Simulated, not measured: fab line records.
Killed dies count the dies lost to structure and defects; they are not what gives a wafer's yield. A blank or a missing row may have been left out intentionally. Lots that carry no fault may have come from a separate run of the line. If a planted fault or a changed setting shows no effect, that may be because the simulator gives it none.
fab line records + flow nand_harc
[record]
- lots = 12
- wafers = 36
- last_day = 24
route steps=1159 shown A_SLIT@796 A_WL_FILL@811
lots that met no fault: taken from a fault-free run of the same line
start_h: hours from the record's opening day to when the first of the lot's shown wafers began + wait_h: hours since the lot's step before + " unchanged from the row above + L1.1+2: several wafers, shown together as one row + - either no value or no given start + * or withheld: withheld + < > ~ a bound
route shown NAME@n: names a module that has steps shown in the file, with the first one's number in the route + usual: average and standard deviation across the fault-free wafers + same: alike in all rows + chamber/n: place in a boat + sites: each site's reading + _std_site: standard deviation across them + _edge_site: the outer-site mean with the inner-site mean subtracted + radius_mm: for every site, how far away it sits from the centre of the wafer + mask NAME#n: copy n + behind: the tool/chamber that last shaped the wafer + hold: why the lot was held/for how many hours/how that ended + device: transistor that didn't switch, given as n, p or np + end of line: tests of these same wafers at the route's end + where a step has no rows: the recipe by itself + killed: count of dies lost to structure and defects at first sort (not the wafer's yield) + map: a wafer's dies, marking killed ones x, the rest . and places with no die _
set.NAME: the setting that was run; set.NAME@STEP: the one run at that earlier step + model.NAME: the simulator's own value behind a step, which no gauge read
the route's steps for a sample of lots (tables are steps, rows are wafers)
services: from which hour (start_h, from the record's first day; less than 0 if before it) a tool's chamber was out of use, for how many hours, and why
[[steps]]
[step NHARC_A_SLIT_ETCH_17]
[recipe]
- bias_v = 900
- source_w = withheld
- pressure_mtorr = 20
- ar_flow_sccm = 375
- c4f8_flow_sccm = 83.3
- o2_flow_sccm = 41.7
- time_s = 1687.5
- target_depth_a = 1.01e+05
- chemistry = C4F8/O2/Ar
[usual]
- drypump_motor_current_A = 6.0/0.84
- he_backside_leak_sccm = 5.5/0.38
- showerhead_plenum_p_Torr = 3.69/0.079
- throttle_valve_pct = 32.045/0.01
| lot.wafer | tool        | chamber | start_h | wait_h | drypump_motor_current_A | he_backside_leak_sccm | rf_hours_counter_h | showerhead_plenum_p_Torr | throttle_valve_pct |
|-----------|-------------|---------|---------|--------|-------------------------|-----------------------|--------------------|--------------------------|--------------------|
| L222.1    | har_etch-02 | 1       | 330.10  | -      | 6.8                     | 5.9                   | 179                | 3.75                     | 32.049             |
| L222.4    | "           | 1       | "       | "      | 6.8                     | 6.0                   | -                  | 3.75                     | 32.046             |
| L222.6    | "           | 1       | "       | "      | 6.8                     | 5.9                   | -                  | 3.75                     | 32.050             |
| L223.1    | har_etch-01 | 0       | 330.24  | -      | 6.4                     | 5.3                   | 3                  | 3.56                     | 32.051             |
| L223.2    | "           | 1       | "       | "      | 6.4                     | 4.8                   | 3                  | 3.80                     | 32.032             |
| L223.6    | "           | 0       | "       | "      | 6.4                     | 5.3                   | -                  | 3.56                     | 32.039             |
| L220.1    | har_etch-01 | 0       | 332.31  | -      | 6.4                     | 5.2                   | 5                  | 3.56                     | 32.041             |
| L220.4    | "           | 0       | "       | "      | 6.3                     | 5.5                   | -                  | 3.56                     | 32.041             |
| L220.6    | "           | 0       | "       | "      | 6.4                     | 5.2                   | -                  | 3.56                     | 32.038             |
| L225.2    | har_etch-01 | 0       | 345.02  | -      | 6.4                     | 5.6                   | 10                 | 3.56                     | 32.060             |
| L225.4    | "           | 0       | "       | "      | 6.4                     | 5.3                   | -                  | 3.56                     | 32.064             |
| L225.6    | "           | 0       | "       | "      | 6.4                     | 5.3                   | -                  | 3.56                     | 32.044             |
| L226.4    | har_etch-02 | 1       | 353.91  | -      | 6.8                     | 5.8                   | -                  | 3.74                     | 32.060             |
| L226.3    | "           | 0       | "       | "      | 4.8                     | 5.3                   | -                  | 3.68                     | 32.039             |
| L226.5    | "           | 1       | "       | "      | 6.8                     | 5.8                   | -                  | 3.74                     | 32.051             |
| L227.1    | har_etch-02 | 1       | 363.69  | -      | 6.8                     | 5.8                   | 191                | 3.74                     | 32.027             |
| L227.2    | "           | 0       | "       | "      | 4.8                     | 5.5                   | 191                | 3.68                     | 32.036             |
| L227.6    | "           | 1       | "       | "      | 6.8                     | 5.9                   | -                  | 3.74                     | 32.049             |
| L230.3    | har_etch-02 | 0       | 383.02  | -      | 4.8                     | 5.4                   | -                  | 3.67                     | 32.051             |
| L230.5    | "           | 0       | "       | "      | 4.8                     | 5.5                   | -                  | 3.67                     | 32.055             |
| L230.6    | "           | 1       | "       | "      | 6.8                     | 5.8                   | -                  | 3.73                     | 32.031             |
| L233.1    | har_etch-01 | 0       | 392.21  | -      | 6.4                     | 5.4                   | 31                 | 3.55                     | 32.038             |
| L233.2    | "           | 1       | "       | "      | 6.4                     | 4.7                   | 31                 | 3.78                     | 32.047             |
| L233.4    | "           | 0       | "       | "      | 6.4                     | 5.6                   | -                  | 3.55                     | 32.045             |
| L231.1    | har_etch-02 | 1       | 400.07  | -      | 6.9                     | 6.0                   | 207                | 3.73                     | 32.043             |
| L231.3    | "           | 0       | "       | "      | 4.8                     | 5.5                   | -                  | 3.67                     | 32.053             |
| L231.5    | "           | 0       | "       | "      | 4.8                     | 5.5                   | -                  | 3.67                     | 32.050             |
| L238.1    | har_etch-02 | 1       | 431.42  | -      | 6.8                     | 6.0                   | 222                | 3.72                     | 32.052             |
| L238.4    | "           | 1       | "       | "      | 6.8                     | 5.8                   | -                  | 3.72                     | 32.046             |
| L238.5    | "           | 1       | "       | "      | 6.8                     | 5.9                   | -                  | 3.72                     | 32.030             |
| L239.2    | har_etch-01 | 1       | 443.90  | -      | 6.3                     | 4.8                   | 53                 | 3.77                     | 32.050             |
| L239.4    | "           | 1       | "       | "      | 6.3                     | 5.2                   | -                  | 3.77                     | 32.038             |
| L239.6    | "           | 1       | "       | "      | 6.3                     | 5.1                   | -                  | 3.77                     | 32.030             |
| L242.1    | har_etch-02 | 0       | 444.26  | -      | 4.8                     | 5.5                   | 227                | 3.66                     | 32.038             |
| L242.4    | "           | 0       | "       | "      | 4.8                     | 5.4                   | -                  | 3.66                     | 32.034             |
| L242.3    | "           | 1       | "       | "      | 6.8                     | 6.1                   | -                  | 3.72                     | 32.045             |
[step NHARC_A_SLIT_STRIP_18]
[recipe]
- o2_flow_sccm = 500
- ar_flow_sccm = 0
- bias_w = 0
- chemistry = O2
[usual]
- drypump_motor_current_A = 5.6/0.43
- oes_product_au = 1.002/0.0063
- rf_vpp_V = 57.8/0.88
- showerhead_plenum_p_Torr = 3.55/0.14
- throttle_valve_pct = 17.037/0.0083
| lot.wafer | tool        | chamber | start_h | wait_h | drypump_motor_current_A | oes_product_au | rf_hours_counter_h | rf_vpp_V | showerhead_plenum_p_Torr | throttle_valve_pct |
|-----------|-------------|---------|---------|--------|-------------------------|----------------|--------------------|----------|--------------------------|--------------------|
| L222.1    | rie_diel-03 | 3       | -       | -      | 5.4                     | 1.000          | 9                  | 57.9     | 3.79                     | 17.046             |
| L222.4    | "           | 1       | "       | "      | 5.2                     | 1.003          | 5                  | 58.1     | 3.33                     | 17.035             |
| L222.6    | "           | 2       | "       | "      | 5.0                     | 1.003          | -                  | 57.3     | 3.32                     | 17.024             |
| L223.2    | rie_diel-04 | 2       | -       | -      | 6.3                     | 1.001          | 2                  | 57.0     | 3.63                     | 17.031             |
| L223.1    | "           | 0       | "       | "      | 5.7                     | 0.994          | 2                  | 58.7     | 3.51                     | 17.036             |
| L223.6    | "           | 2       | "       | "      | 6.2                     | 1.005          | -                  | 58.5     | 3.63                     | 17.043             |
| L220.4    | rie_diel-03 | 3       | -       | -      | 5.5                     | 1.003          | 10                 | 57.8     | 3.79                     | 17.030             |
| L220.1    | "           | 0       | "       | "      | 5.2                     | 1.001          | 9                  | 57.6     | 3.44                     | 17.042             |
| L220.6    | "           | 3       | "       | "      | 5.5                     | 1.006          | -                  | 58.0     | 3.79                     | 17.038             |
| L225.2    | rie_diel-09 | 2       | -       | -      | 5.2                     | 1.007          | 8                  | 57.5     | 3.55                     | 17.019             |
| L225.4    | "           | 3       | "       | "      | 5.6                     | 1.007          | 8                  | 58.8     | 3.56                     | 17.047             |
| L225.6    | "           | 1       | "       | "      | 5.7                     | 0.984          | -                  | 58.1     | 3.71                     | 17.044             |
| L226.4    | rie_diel-09 | 0       | -       | -      | 6.6                     | 1.004          | 5                  | 57.8     | 3.73                     | 17.047             |
| L226.3    | "           | 1       | "       | "      | 5.8                     | 1.006          | 8                  | 56.8     | 3.71                     | 17.045             |
| L226.5    | "           | 2       | "       | "      | 5.2                     | 1.010          | -                  | 57.5     | 3.55                     | 17.045             |
| L227.2    | rie_diel-03 | 2       | -       | -      | 5.0                     | 1.011          | 11                 | 59.5     | 3.32                     | 17.036             |
| L227.1    | "           | 3       | "       | "      | 5.5                     | 1.012          | 12                 | 58.8     | 3.79                     | 17.032             |
| L227.6    | "           | 0       | "       | "      | 5.2                     | 1.000          | -                  | 56.9     | 3.43                     | 17.023             |
| L230.3    | rie_diel-03 | 3       | -       | -      | 5.5                     | 0.999          | 13                 | 58.1     | 3.79                     | 17.045             |
| L230.5    | "           | 3       | "       | "      | 5.5                     | 0.996          | -                  | 57.4     | 3.79                     | 17.031             |
| L230.6    | "           | 0       | "       | "      | 5.2                     | 0.993          | -                  | 57.6     | 3.43                     | 17.032             |
| L233.1    | rie_diel-09 | 3       | -       | -      | 5.6                     | 1.009          | 11                 | 58.3     | 3.56                     | 17.035             |
| L233.2    | "           | 1       | "       | "      | 5.7                     | 0.989          | 12                 | 60.0     | 3.71                     | 17.044             |
| L233.4    | "           | 2       | "       | "      | 5.2                     | 0.998          | 11                 | 60.1     | 3.54                     | 17.013             |
| L231.1    | rie_diel-04 | 3       | -       | -      | 5.7                     | 0.995          | 5                  | 60.8     | 3.61                     | 17.044             |
| L231.3    | "           | 2       | "       | "      | 6.3                     | 1.005          | 5                  | 57.9     | 3.63                     | 17.038             |
| L231.5    | "           | 3       | "       | "      | 5.7                     | 1.004          | -                  | 57.4     | 3.61                     | 17.050             |
| L238.1    | rie_diel-04 | 3       | -       | -      | 5.7                     | 1.013          | 7                  | 56.9     | 3.60                     | 17.031             |
| L238.4    | "           | 0       | "       | "      | 5.7                     | 1.002          | 8                  | 57.6     | 3.50                     | 17.039             |
| L238.5    | "           | 1       | "       | "      | 5.4                     | 1.001          | -                  | 59.6     | 3.45                     | 17.034             |
| L239.4    | rie_diel-04 | 0       | -       | -      | 5.6                     | 1.004          | 9                  | 58.4     | 3.50                     | 17.028             |
| L239.2    | "           | 1       | "       | "      | 5.4                     | 1.007          | 10                 | 56.9     | 3.45                     | 17.043             |
| L239.6    | "           | 2       | "       | "      | 6.3                     | 1.001          | -                  | 57.9     | 3.62                     | 17.032             |
| L242.3    | rie_diel-09 | 1       | -       | -      | 5.8                     | 0.997          | 1                  | 59.0     | 3.71                     | 17.039             |
| L242.1    | "           | 3       | "       | "      | 5.6                     | 1.004          | 1                  | 56.3     | 3.55                     | 17.039             |
| L242.4    | "           | 0       | "       | "      | 6.6                     | 0.990          | 1                  | 57.6     | 3.73                     | 17.032             |
[step NHARC_A_WL_FILL_ALD_02]
[recipe]
- target_thk_a = 20
- pulse_time_s = 3
- ald_cycles = 100
- temp_c = 450
- material = TiN
[usual]
- ald_cycles = 100/0
- heater_power_w = 1031/99
- precursor_pulse_height_rel = 1.003/0.022
| lot.wafer | tool         | chamber | start_h | wait_h | ald_cycles | heater_power_w | precursor_pulse_height_rel |
|-----------|--------------|---------|---------|--------|------------|----------------|----------------------------|
| L223.1    | ald_metal-02 | 2       | 341.05  | 0.2    | 100        | 1252           | 1.001                      |
| L223.2    | "            | 3       | "       | "      | 100        | 995            | 0.997                      |
| L223.6    | "            | 2       | "       | "      | 100        | 1238           | 0.999                      |
| L222.1    | ald_metal-01 | 2       | 341.10  | 0.3    | 100        | 1071           | 1.015                      |
| L222.4    | "            | 3       | "       | "      | 100        | 948            | 1.056                      |
| L222.6    | "            | 0       | "       | "      | 100        | 930            | 0.996                      |
| L220.1    | ald_metal-02 | 1       | 341.24  | 0.2    | 100        | 956            | 1.036                      |
| L220.4    | "            | 3       | "       | "      | 100        | 1006           | 0.973                      |
| L220.6    | "            | 2       | "       | "      | 100        | 1214           | 0.999                      |
| L225.4    | ald_metal-01 | 2       | 355.89  | 0.1    | 100        | 1082           | 0.978                      |
| L225.2    | "            | 1       | "       | "      | 100        | 1125           | 0.972                      |
| L225.6    | "            | 3       | "       | "      | 100        | 972            | 0.981                      |
| L226.3    | ald_metal-01 | 2       | 364.35  | 0.2    | 100        | 1054           | 1.005                      |
| L226.4    | "            | 3       | "       | "      | 100        | 983            | 1.005                      |
| L226.5    | "            | 0       | "       | "      | 100        | 927            | 1.002                      |
| L227.1    | ald_metal-02 | 0       | 374.69  | 0.2    | 100        | 913            | 0.979                      |
| L227.2    | "            | 1       | "       | "      | 100        | 987            | 1.018                      |
| L227.6    | "            | 0       | "       | "      | 100        | 953            | 0.942                      |
| L230.3    | ald_metal-03 | 0       | 393.47  | 0.2    | 100        | 1099           | 1.023                      |
| L230.6    | "            | 2       | "       | "      | 100        | 958            | 1.012                      |
| L230.5    | "            | 3       | "       | "      | 100        | 967            | 1.014                      |
| L233.4    | ald_metal-01 | 3       | 403.06  | 0.1    | 100        | 947            | 1.034                      |
| L233.1    | "            | 0       | "       | "      | 100        | 912            | 1.007                      |
| L233.2    | "            | 2       | "       | "      | 154        | 1074           | 1.025                      |
| L231.3    | ald_metal-01 | 2       | 410.73  | 0.1    | 154        | 1055           | 1.008                      |
| L231.1    | "            | 1       | "       | "      | 100        | 1136           | 1.012                      |
| L231.5    | "            | 2       | "       | "      | 154        | 1064           | 0.961                      |
| L238.4    | ald_metal-03 | 2       | 443.69  | 0.1    | 100        | 984            | 0.977                      |
| L238.1    | "            | 3       | "       | "      | 100        | 988            | 1.000                      |
| L238.5    | "            | 2       | "       | "      | 100        | 992            | 1.039                      |
| L242.4    | ald_metal-03 | 3       | 454.64  | 0.1    | 100        | 981            | 0.978                      |
| L242.3    | "            | 0       | "       | "      | 100        | 1136           | 1.007                      |
| L242.1    | "            | 2       | "       | "      | 100        | 996            | 1.020                      |
| L239.4    | ald_metal-03 | 2       | 455.19  | 0.1    | 100        | 987            | 1.017                      |
| L239.2    | "            | 1       | "       | "      | 100        | 972            | 0.988                      |
| L239.6    | "            | 2       | "       | "      | 100        | 989            | 1.011                      |
[step NHARC_A_WL_FILL_STRIP_29]
[recipe]
- time_s = 20
- o2_flow_sccm = 500
- ar_flow_sccm = 0
- bias_w = 0
- chemistry = O2
[usual]
- drypump_motor_current_A = 5.7/0.57
- oes_product_au = 1.001/0.009
- rf_vpp_V = 57.7/0.96
- showerhead_plenum_p_Torr = 3.49/0.15
- throttle_valve_pct = 17.036/0.0095
| lot.wafer | tool        | chamber | start_h | wait_h | drypump_motor_current_A | oes_product_au | rf_hours_counter_h | rf_vpp_V | showerhead_plenum_p_Torr | throttle_valve_pct |
|-----------|-------------|---------|---------|--------|-------------------------|----------------|--------------------|----------|--------------------------|--------------------|
| L222.1    | rie_diel-11 | 1       | 358.09  | 0.1    | 6.6                     | 0.992          | 9.1                | 55.3     | 3.35                     | 17.043             |
| L222.4    | "           | 3       | "       | "      | 5.9                     | 1.009          | 9.7                | 57.7     | 3.35                     | 17.041             |
| L222.6    | "           | 1       | "       | "      | 6.6                     | 0.989          | -                  | 57.7     | 3.35                     | 17.030             |
| L223.2    | rie_diel-13 | 3       | 358.56  | 0.5    | 5.7                     | 0.998          | 1.5                | 57.1     | 3.60                     | 17.046             |
| L223.1    | "           | 0       | "       | "      | 4.6                     | 1.011          | 1.5                | 57.6     | 3.46                     | 17.053             |
| L223.6    | "           | 3       | "       | "      | 5.8                     | 1.003          | -                  | 57.7     | 3.60                     | 17.015             |
| L220.4    | rie_diel-08 | 2       | 361.88  | 0.1    | 6.1                     | 0.995          | 2.1                | 58.2     | 3.70                     | 17.024             |
| L220.1    | "           | 3       | "       | "      | 5.7                     | 0.994          | 2.0                | 58.7     | 3.73                     | 17.049             |
| L220.6    | "           | 1       | "       | "      | 5.9                     | 0.989          | -                  | 57.1     | 3.31                     | 17.035             |
| L225.4    | rie_diel-13 | 0       | 370.36  | 0.1    | 4.6                     | 1.012          | 1.9                | 58.6     | 3.46                     | 17.025             |
| L225.2    | "           | 3       | "       | "      | 5.7                     | 1.004          | 2.0                | 58.4     | 3.60                     | 17.050             |
| L225.6    | "           | 1       | "       | "      | 5.1                     | 0.999          | -                  | 55.8     | 3.35                     | 17.034             |
| L226.3    | rie_diel-13 | 3       | 382.48  | 0.1    | 5.7                     | 0.984          | 2.1                | 57.2     | 3.60                     | 17.016             |
| L226.4    | "           | 0       | "       | "      | 4.6                     | 0.998          | 2.0                | 57.7     | 3.46                     | 17.026             |
| L226.5    | "           | 2       | "       | "      | 5.1                     | 0.990          | -                  | 57.1     | 3.35                     | 17.048             |
| L227.1    | rie_diel-08 | 2       | 391.34  | 0.1    | 6.1                     | 1.001          | 3.3                | 58.6     | 3.70                     | 17.031             |
| L227.2    | "           | 0       | "       | "      | 6.5                     | 1.003          | 3.2                | 58.0     | 3.53                     | 17.030             |
| L227.6    | "           | 2       | "       | "      | 6.2                     | 0.996          | -                  | 58.3     | 3.70                     | 17.050             |
| L230.3    | rie_diel-11 | 1       | 409.25  | 0.1    | 6.6                     | 0.980          | 2.5                | 58.0     | 3.35                     | 17.033             |
| L230.5    | "           | 0       | "       | "      | 5.9                     | 1.007          | -                  | 56.8     | 3.53                     | 17.053             |
| L230.6    | "           | 1       | "       | "      | 6.6                     | 0.992          | -                  | 56.5     | 3.35                     | 17.044             |
| L233.2    | rie_diel-13 | 2       | 417.17  | 0.1    | 5.1                     | 1.008          | 3.3                | 57.7     | 3.35                     | 17.056             |
| L233.4    | "           | 0       | "       | "      | 4.6                     | 1.017          | 3.3                | 57.8     | 3.45                     | 17.044             |
| L233.1    | "           | 1       | "       | "      | 5.1                     | 1.005          | 2.7                | 57.2     | 3.35                     | 17.034             |
| L231.3    | rie_diel-11 | 3       | 427.83  | 0.1    | 5.9                     | 1.024          | 4.0                | 58.8     | 3.34                     | 17.022             |
| L231.1    | "           | 0       | "       | "      | 5.9                     | 1.001          | 3.7                | 57.6     | 3.53                     | 17.042             |
| L231.5    | "           | 3       | "       | "      | 5.9                     | 1.015          | -                  | 56.6     | 3.34                     | 17.040             |
| L238.4    | rie_diel-11 | 1       | 459.77  | 0.1    | 6.6                     | 0.996          | 5.4                | 58.0     | 3.35                     | 17.040             |
| L238.1    | "           | 2       | "       | "      | 5.7                     | 1.013          | 4.8                | 59.0     | 3.71                     | 17.018             |
| L238.5    | "           | 0       | "       | "      | 5.8                     | 1.013          | -                  | 56.8     | 3.53                     | 17.027             |
| L242.1    | rie_diel-13 | 1       | 469.32  | 0.1    | 5.1                     | 1.000          | 0.1                | 57.5     | 3.34                     | 17.037             |
| L242.4    | "           | 2       | "       | "      | 5.2                     | 0.994          | 0.1                | 56.6     | 3.35                     | 17.038             |
| L242.3    | "           | 0       | "       | "      | 4.6                     | 0.992          | 0.1                | 57.4     | 3.45                     | 17.029             |
| L239.2    | rie_diel-11 | 1       | 475.80  | 0.1    | 6.6                     | 1.001          | 7.2                | 57.0     | 3.35                     | 17.043             |
| L239.4    | "           | 0       | "       | "      | 5.9                     | 1.016          | 6.5                | 57.4     | 3.53                     | 17.038             |
| L239.6    | "           | 2       | "       | "      | 5.7                     | 1.016          | -                  | 57.4     | 3.71                     | 17.022             |
[[services]]
| tool         | chamber | start_h | hours | kind   |
|--------------|---------|---------|-------|--------|
| har_etch-01  | -       | 308.03  | 17.0  | pm     |
| rie_diel-04  | 0       | 310.28  | 3.1   | repair |
| ald_metal-03 | -       | 322.18  | 10.0  | pm     |
| ald_metal-02 | -       | 364.00  | 10.0  | pm     |
| rie_diel-11  | -       | 366.50  | 9.0   | pm     |
| ald_metal-03 | 3       | 385.64  | 1.7   | repair |
| rie_diel-13  | 1       | 392.30  | 11.3  | repair |
| rie_diel-03  | -       | 392.58  | 9.0   | pm     |
| rie_diel-11  | 2       | 393.32  | 4.4   | repair |
| rie_diel-08  | 0       | 397.07  | 9.4   | repair |
| rie_diel-03  | 1       | 405.02  | 9.2   | repair |
| rie_diel-09  | 2       | 415.20  | 1.7   | repair |
| rie_diel-04  | 2       | 422.05  | 4.0   | repair |
| ald_metal-03 | 0       | 422.47  | 16.3  | repair |
| rie_diel-09  | -       | 431.10  | 9.0   | pm     |
| rie_diel-08  | 1       | 431.20  | 3.1   | repair |
| rie_diel-11  | 1       | 438.15  | 5.4   | repair |
| ald_metal-03 | -       | 438.57  | 2.9   | repair |
| rie_diel-08  | 2       | 447.30  | 16.9  | repair |
| rie_diel-13  | -       | 453.12  | 9.0   | pm     |
| ald_metal-01 | -       | 458.00  | 10.0  | pm     |
| ald_metal-03 | 0       | 465.47  | 13.5  | repair |
| rie_diel-04  | -       | 465.90  | 9.0   | pm     |
| rie_diel-03  | 2       | 470.40  | 2.7   | repair |
[[key]]
[first_sign]
- step = NHARC_A_WL_FILL_ALD_02
- reading = ald_cycles
- direction = up
- sigmas = 99+
- usual = 100
- struck = 154
effect none on later readings
met_at NHARC_A_WL_FILL_ALD_02
struck_lots L231,L233
struck_wafers L231.3,L231.5,L233.2
tester_left_out L231,L233
not_acting_at NHARC_A_SLIT_ETCH_17,NHARC_A_SLIT_STRIP_18,NHARC_A_WL_FILL_STRIP_29
onset_between 364.35 403.06
[fault]
- kind = process_parameter_drift
- tool = ald_metal-01
- chamber = -
- onset_h = 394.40
- steps = NHARC_A_WL_FILL_ALD_02
- channel = ald_cycles
- offset = 54
- shape = step
- end_h = 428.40
- scope = struck_wafers_only
- acts_in = these_recipes_only
- stated = 100
// tester_left_out: of these lots the tester's yield and bins aren't shown, on N5 and GAA mostly nor the transistor test; their killed dies are dies lost to structure and defects alone, not to doping, threshold or leakage, so they don't give the yield
